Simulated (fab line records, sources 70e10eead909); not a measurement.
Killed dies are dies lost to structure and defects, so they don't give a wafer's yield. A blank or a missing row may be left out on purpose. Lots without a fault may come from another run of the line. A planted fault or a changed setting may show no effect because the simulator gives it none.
Which tool did it? | flow nand_harc | 13 lots, 38 wafers sampled, at 5 steps of a route of 1159

WHAT THE GAUGES READ, wafer by wafer
NHARC_END_WLT_00. Usual: VT_DECK1_BOTTOM 0.872, standard deviation 0.0066; VT_DECK1_BOTTOM_INNER 0.871, standard deviation 0.006; VT_DECK1_MEDIAN_NEAR_BOTTOM 0.872, standard deviation 0.0061; VT_DECK1_MEDIAN_NEAR_BOTTOM_INNER 0.873, standard deviation 0.0064; VT_DECK1_MIDDLE 0.885, standard deviation 0.0058; VT_DECK1_MIDDLE_INNER 0.885, standard deviation 0.0058; VT_DECK1_TOP 0.896, standard deviation 0.0065; VT_DECK1_TOP_INNER 0.896, standard deviation 0.0063.
lot  | measured     | on        | VT_DECK1_BOTTOM   | VT_DECK1_BOTTOM_INNER | VT_DECK1_MEDIAN_NEAR_BOTTOM | VT_DECK1_MEDIAN_NEAR_BOTTOM_INNER | VT_DECK1_MIDDLE   | VT_DECK1_MIDDLE_INNER | VT_DECK1_TOP      | VT_DECK1_TOP_INNER | flag
L651 | day 20 10:19 | prober-02 | 0.866 0.859 0.869 | 0.857 0.862 0.868     | 0.866 0.863 0.867           | 0.860 0.862 0.865                 | 0.880 0.880 0.884 | 0.873 0.874 0.880     | 0.887 0.885 0.899 | 0.896 0.886 0.896  |
L652 | day 20 02:01 | prober-02 | 0.867 0.862 0.864 | 0.867 0.876 0.866     | 0.870 0.874 0.869           | 0.861 0.872 0.869                 | 0.884 0.878 0.882 | 0.887 0.889 0.881     | 0.889 0.886 0.882 | 0.888 0.887 0.885  |
L653 | day 19 09:22 | prober-02 | 0.880 0.870 0.879 | 0.874 0.874 0.873     | 0.877 0.870 0.883           | 0.882 0.874 0.874                 | 0.885 0.885 0.892 | 0.887 0.890 0.887     | 0.899 0.905 0.904 | 0.902 0.897 0.900  |
L654 | day 20 17:34 | prober-02 | 0.872 0.868 0.877 | 0.877 0.873 0.874     | 0.882 0.877 0.879           | 0.885 0.874 0.872                 | 0.892 0.889 0.884 | 0.892 0.891 0.883     | 0.903 0.894 0.894 | 0.895 0.898 0.899  |
L655 | day 21 01:26 | prober-02 | 0.875 0.872 0.872 | 0.873 0.869 0.876     | 0.871 0.875 0.877           | 0.875 0.870 0.870                 | 0.888 0.887 0.886 | 0.893 0.890 0.892     | 0.902 0.899 0.901 | 0.905 0.901 0.897  |
L658 | day 21 19:34 | prober-02 | 0.880 0.873 0.869 | 0.881 0.865 0.865     | 0.879 0.866 0.878           | 0.873 0.874 0.865                 | 0.891 0.885 0.885 | 0.879 0.885 0.891     | 0.894 0.910 0.900 | 0.902 0.905 0.900  |
L661 | day 21 23:34 | prober-01 | 0.864 0.867 0.862 | 0.862 0.861 0.864     | 0.865 0.867 0.865           | 0.866 0.863 0.865                 | 0.875 0.873 0.874 | 0.880 0.882 0.878     | 0.893 0.891 0.892 | 0.897 0.894 0.891  |
L659 | day 21 15:21 | prober-01 | 0.862 0.865 0.865 | 0.856 0.873 0.866     | 0.864 0.856 0.868           | 0.856 0.864 0.864                 | 0.874 0.883 0.876 | 0.875 0.876 0.874     | 0.884 0.890 0.879 | 0.885 0.891 0.887  |
L663 | day 22 14:05 | prober-02 | 0.874 0.879 0.872 | 0.875 0.864 0.871     | 0.874 0.875 0.871           | 0.876 0.879 0.873                 | 0.894 0.893 0.890 | 0.898 0.887 0.890     | 0.902 0.899 0.905 | 0.903 0.903 0.900  |
L662 | day 22 05:51 | prober-02 | 0.874 0.873 0.868 | 0.874 0.861 0.872     | 0.872 0.862 0.866           | 0.865 0.864 0.873                 | 0.883 0.880 0.883 | 0.879 0.888 0.882     | 0.896 0.897 0.900 | 0.896 0.890 0.897  |
L664 | day 22 15:48 | prober-01 | 0.874 0.871 0.866 | 0.879 0.876 0.865     | 0.876 0.877 0.871           | 0.876 0.874 0.873                 | 0.881 0.883 0.876 | 0.880 0.879 0.879     | 0.903 0.895 0.884 | 0.893 0.904 0.891  |
L672 | day 25 00:10 | prober-01 | 0.876             | 0.874                 | 0.875                       | 0.876                             | 0.888             | 0.887                 | 0.902             | 0.902              |
L673 | day 25 13:52 | prober-01 | 0.861 0.877       | 0.872 0.875           | 0.864 0.872                 | 0.870 0.866                       | 0.890 0.887       | 0.885 0.885           | 0.898 0.902       | 0.900 0.897        |

NHARC_END_SORT_01. Usual: killed_at_array 29, standard deviation 11; killed_at_other 0.5, standard deviation 0.8; killed_at_periphery 3.5, standard deviation 2.8; killed_dies 33, standard deviation 12; killed_open 3.1, standard deviation 1.8; killed_short 1.8, standard deviation 1.4.
lot  | measured     | on        | killed_at_array | killed_at_other | killed_at_periphery | killed_dies | killed_open | killed_short | flag
L654 | day 20 20:37 | prober-02 | 38 42 41        | 1 0 0           | 1 3 6               | 40 45 47    | 2 1 6       | 2 4 1        |
L659 | day 21 18:20 | prober-01 | 37 33 46        | 0 0 0           | 2 8 3               | 39 41 49    | 2 1 3       | 4 0 3        |
L673 | day 25 17:10 | prober-01 | 36 551 30       | 0 0 0           | 5 1 2               | 41 552 32   | 4 4 4       | 2 2 2        | OFF

WHICH TOOL RAN EACH LOT (tool, then ch and the chambers of the sampled wafers, then the start)
lot  | NHARC_A_SLIT_DEP_00           | NHARC_THIN_TSV_PVD_51                   | NHARC_THIN_TSV_DEGAS_53
L651 | acl_dep-02 ch 0, day 14 23:11 | pvd_sputter-03, day 19 12:05 or earlier | pvd_sputter-03, day 19 12:05
L652 | acl_dep-01 ch 0, day 14 23:17 | pvd_sputter-01, day 19 09:40 or earlier | pvd_sputter-01, day 19 09:40
L653 | acl_dep-02 ch 0, day 15 00:49 | pvd_sputter-02, day 19 04:08 or earlier | pvd_sputter-03, day 19 04:08
L654 | acl_dep-01 ch 0, day 15 01:15 | pvd_sputter-03, day 19 15:46 or earlier | pvd_sputter-02, day 19 15:46
L655 | acl_dep-01 ch 0, day 15 10:17 | pvd_sputter-02, day 19 22:35 or earlier | pvd_sputter-02, day 19 22:35
L658 | acl_dep-03 ch 0, day 16 09:14 | pvd_sputter-02, day 21 12:21 or earlier | pvd_sputter-02, day 21 12:21
L661 | acl_dep-01 ch 0, day 16 10:23 | pvd_sputter-01, day 21 13:39 or earlier | pvd_sputter-01, day 21 13:39
L659 | acl_dep-02 ch 0, day 16 10:28 | pvd_sputter-01, day 21 08:19 or earlier | pvd_sputter-02, day 21 08:19
L663 | acl_dep-02 ch 0, day 17 11:29 | pvd_sputter-03, day 22 07:44 or earlier | pvd_sputter-01, day 22 07:44
L662 | acl_dep-03 ch 0, day 17 13:07 | pvd_sputter-01, day 21 23:17 or earlier | pvd_sputter-01, day 21 23:17
L664 | acl_dep-01 ch 0, day 17 18:26 | pvd_sputter-01, day 22 06:44 or earlier | pvd_sputter-01, day 22 06:44
L672 | acl_dep-01 ch 0, day 19 11:31 | pvd_sputter-01, day 24 15:22 or earlier | pvd_sputter-03, day 24 15:22
L673 | acl_dep-01 ch 0, day 20 04:31 | pvd_sputter-01, day 24 18:56 or earlier | pvd_sputter-01, day 24 18:56
- NHARC_A_SLIT_DEP_00: deposits aC, target thk 3200 nm.
- NHARC_THIN_TSV_PVD_51: deposits Cu, target thk 100 nm.
- NHARC_THIN_TSV_DEGAS_53: time 60 s.

WHAT THE TOOLS THEMSELVES READ (means of the sampled wafers that have a number; where no wafer has one, the mark that the record gives instead)
NHARC_A_SLIT_DEP_00. Usual: throttle_valve_pct 35.000 %, standard deviation 0.0096.
lot  | tool       | throttle_valve_pct (%) | flag
L651 | acl_dep-02 | 34.996                 |
L652 | acl_dep-01 | 35.008                 |
L653 | acl_dep-02 | 34.996                 |
L654 | acl_dep-01 | 35.009                 |
L655 | acl_dep-01 | 34.998                 |
L658 | acl_dep-03 | 35.005                 |
L661 | acl_dep-01 | 35.000                 |
L659 | acl_dep-02 | 35.003                 |
L663 | acl_dep-02 | 35.008                 |
L662 | acl_dep-03 | 34.988                 |
L664 | acl_dep-01 | 35.008                 |
L672 | acl_dep-01 | 34.993                 |
L673 | acl_dep-01 | 34.995                 |

NHARC_THIN_TSV_PVD_51. Usual: throttle_valve_pct 30.2 %, standard deviation 0.83.
lot  | tool           | throttle_valve_pct (%) | flag
L651 | pvd_sputter-03 | 29.2                   |
L652 | pvd_sputter-01 | 30.2                   |
L653 | pvd_sputter-02 | 30.5                   |
L654 | pvd_sputter-03 | 29.6                   |
L655 | pvd_sputter-02 | 30.6                   |
L658 | pvd_sputter-02 | 30.5                   |
L661 | pvd_sputter-01 | 30.2                   |
L659 | pvd_sputter-01 | 30.5                   |
L663 | pvd_sputter-03 | 29.6                   |
L662 | pvd_sputter-01 | 30.1                   |
L664 | pvd_sputter-01 | 30.0                   |
L672 | pvd_sputter-01 | 31.4                   |
L673 | pvd_sputter-01 | 30.8                   |

NHARC_THIN_TSV_DEGAS_53. Usual: heater_power_w 458 W, standard deviation 43.
lot  | tool           | heater_power_w (W) | flag
L651 | pvd_sputter-03 | 445                |
L652 | pvd_sputter-01 | 421                |
L653 | pvd_sputter-03 | 429                |
L654 | pvd_sputter-02 | 511                |
L655 | pvd_sputter-02 | 489                |
L658 | pvd_sputter-02 | 484                |
L661 | pvd_sputter-01 | 446                |
L659 | pvd_sputter-02 | 474                |
L663 | pvd_sputter-01 | 470                |
L662 | pvd_sputter-01 | 457                |
L664 | pvd_sputter-01 | 423                |
L672 | pvd_sputter-03 | 437                |
L673 | pvd_sputter-01 | 456                |

THE ANSWER, worked out from the rows above alone
Rule: a lot is off if the mean of its wafers that have a number lies more than 3 standard deviations from the usual mean. A lot without any number at a reading at which 4 lots or more have one is off too. The other lots that the step has rows for count as sound. The gauges are gone through in route order, then the tools' own readings, and for those a lot's mean is taken as printed above. The first step at which some lot is off is used, and at that step the reading that is off furthest; a lot without a number counts as furthest.
Off: L673, at NHARC_END_SORT_01 (killed_at_array). Neither off nor sound, because the step has no rows for them: L651, L652, L653, L655, L658, L661, L663, L662, L664, L672.
A tool fits if, at a process step before that reading, it ran every lot that is off, and no sound lot after the first of them. The gauges at NHARC_END_SORT_01 are tried like those tools. NHARC_THIN_TSV_PVD_51 gives no start for some lots, so the hours and the order of its lots are those of NHARC_THIN_TSV_DEGAS_53. Can't be told from this: 3 tools fit, acl_dep-01 at NHARC_A_SLIT_DEP_00, pvd_sputter-01 at NHARC_THIN_TSV_PVD_51 and NHARC_THIN_TSV_DEGAS_53, prober-01 at NHARC_END_SORT_01.

WHAT THE SIMULATOR HAD PUT IN
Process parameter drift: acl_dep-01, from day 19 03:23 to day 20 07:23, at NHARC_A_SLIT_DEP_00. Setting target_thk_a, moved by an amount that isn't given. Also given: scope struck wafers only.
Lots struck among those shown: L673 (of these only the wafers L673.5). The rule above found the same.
